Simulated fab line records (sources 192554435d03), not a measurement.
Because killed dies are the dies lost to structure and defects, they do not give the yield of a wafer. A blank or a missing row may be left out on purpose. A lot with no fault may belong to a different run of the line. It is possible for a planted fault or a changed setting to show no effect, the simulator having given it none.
Shared-tool check    flow n5-finfet    Sampled: 8 lots, 24 wafers

== REASON FOR OPENING ==
At N5_SPACER0_INSPECT_04 the reading raw-defect-count is flagged on 3 of 8 lots. Fault-free wafers read 151, with a standard deviation of 42.
Rule: a lot gets a flag if all its wafers with a number sit over 4 standard deviations from that mean, or if no wafer of it has a number. The other lots count as sound.

lot   measured     on                 raw-defect-count, wafer by wafer  flag
L421  day 3 08:47  defect-inspect-02  84 145 90                         
L427  day 4 19:00  defect-inspect-02  127 79 99                         
L431  day 5 20:35  defect-inspect-02  452 414 474                       FLAGGED
L432  day 6 07:06  defect-inspect-01  499 447 463                       FLAGGED
L433  day 6 07:38  defect-inspect-02  518 496 471                       FLAGGED
L438  day 7 12:27  defect-inspect-01  134 85 132                        
L440  day 8 01:53  defect-inspect-01  62 91 95                          
L443  day 8 18:56  defect-inspect-01  149 100 118                       
On average the flagged lots' numbers are 470, which is +319 against the usual, or +8 standard deviations.

== WHICH TOOL RAN EACH LOT ==
4 process steps preceding the reading are held in the record, out of 1938 steps in the route. Each cell gives the tool, then ch followed by the chambers the sampled wafers passed through, then the start.
lot   flag     N5_DUMMY_GATE_ALD_02              N5_DUMMY_GATE_TRIM_49            N5_DUMMY_GATE_ETCH_32            N5_SPACER0_ALD_08
L421           ald-sin-03 ch 0,2, day 2 18:46    rie-si-04 ch 0,1,3, day 3 07:16  rie-si-01 ch 0,1,2, day 3 07:42  ald-sin-02 ch 0,2,3, day 3 08:38
L427           ald-sin-03 ch 0,1,2, day 4 07:33  rie-si-04 ch 0,1,2, day 4 16:17  rie-si-01 ch 0,1,2, day 4 16:44  ald-sin-04 ch 2,3, day 4 18:51
L431  FLAGGED  ald-sin-01 ch 0,2,3, day 5 10:11  rie-si-04 ch 0,3, day 5 19:04    rie-si-01 ch 1,2,3, day 5 19:31  ald-sin-04 ch 1,2,3, day 5 20:26
L432  FLAGGED  ald-sin-03 ch 0,1,2, day 5 16:43  rie-si-04 ch 1,2,3, day 6 05:17  rie-si-01 ch 1,3, day 6 05:50    ald-sin-01 ch 0,1,3, day 6 06:56
L433  FLAGGED  ald-sin-04 ch 1,2,3, day 5 21:06  rie-si-03 ch 0,1,2, day 6 05:52  rie-si-01 ch 1,2,3, day 6 06:33  ald-sin-01 ch 0,3, day 6 07:29
L438           ald-sin-03 ch 1,3, day 7 01:31    rie-si-01 ch 0,2, day 7 10:23    rie-si-03 ch 0,2, day 7 11:06    ald-sin-02 ch 0,2, day 7 12:18
L440           ald-sin-01 ch 0,2, day 7 14:53    rie-si-04 ch 1,2,3, day 7 23:37  rie-si-03 ch 0,1,2, day 8 00:18  ald-sin-02 ch 0,1, day 8 01:44
L443           ald-sin-04 ch 1,2,3, day 8 07:59  rie-si-04 ch 2,3, day 8 16:59    rie-si-01 ch 1,2,3, day 8 17:27  ald-sin-04 ch 0,1,2, day 8 18:47
These steps, and what they do:
- N5_DUMMY_GATE_ALD_02: deposits SiO2, target thk 2 nm, pulse time 1 s.
- N5_DUMMY_GATE_TRIM_49: chemistry O2, time 29 s, target cd 14 nm.
- N5_DUMMY_GATE_ETCH_32: etches SiO2 in CF4, target depth 3.5 nm, time 3.9 s.
- N5_SPACER0_ALD_08: deposits SiNx, target thk 2 nm.
- N5_SPACER0_INSPECT_04: inspects for defects (darkfield).

== FLAGGED AGAINST TOTAL, ONE TOOL AT A TIME (gauges that did the reading follow at the end) ==
step                   tool               lots run  flagged  share of the flagged lots  sound lots run after its first flagged lot
N5_DUMMY_GATE_ALD_02   ald-sin-01         2         1        some                       1 (L440)
N5_DUMMY_GATE_ALD_02   ald-sin-03         4         1        some                       1 (L438)
N5_DUMMY_GATE_ALD_02   ald-sin-04         2         1        some                       1 (L443)
N5_DUMMY_GATE_TRIM_49  rie-si-01          1         0        none                       -
N5_DUMMY_GATE_TRIM_49  rie-si-03          1         1        some                       0
N5_DUMMY_GATE_TRIM_49  rie-si-04          6         2        some                       2 (L440,L443)
N5_DUMMY_GATE_ETCH_32  rie-si-01          6         3        all                        1 (L443)
N5_DUMMY_GATE_ETCH_32  rie-si-03          2         0        none                       -
N5_SPACER0_ALD_08      ald-sin-01         2         2        some                       0
N5_SPACER0_ALD_08      ald-sin-02         3         0        none                       -
N5_SPACER0_ALD_08      ald-sin-04         3         1        some                       1 (L443)
N5_SPACER0_INSPECT_04  defect-inspect-01  4         1        some                       3 (L438,L440,L443)
N5_SPACER0_INSPECT_04  defect-inspect-02  4         2        some                       0

== THE TABLE: WHAT IT ALLOWS ==
Rows of the table that ran each flagged lot: 1, that is rie-si-01 at N5_DUMMY_GATE_ETCH_32.
- rie-si-01 at N5_DUMMY_GATE_ETCH_32: 3 of its 6 lots flagged. Sound lots ran on it after the first flagged one (L443), which a lasting fault on the whole tool wouldn't allow.
No row of the table ran every flagged lot and no sound lot after the first.

== WHAT WAS PUT IN BY THE SIMULATOR ==
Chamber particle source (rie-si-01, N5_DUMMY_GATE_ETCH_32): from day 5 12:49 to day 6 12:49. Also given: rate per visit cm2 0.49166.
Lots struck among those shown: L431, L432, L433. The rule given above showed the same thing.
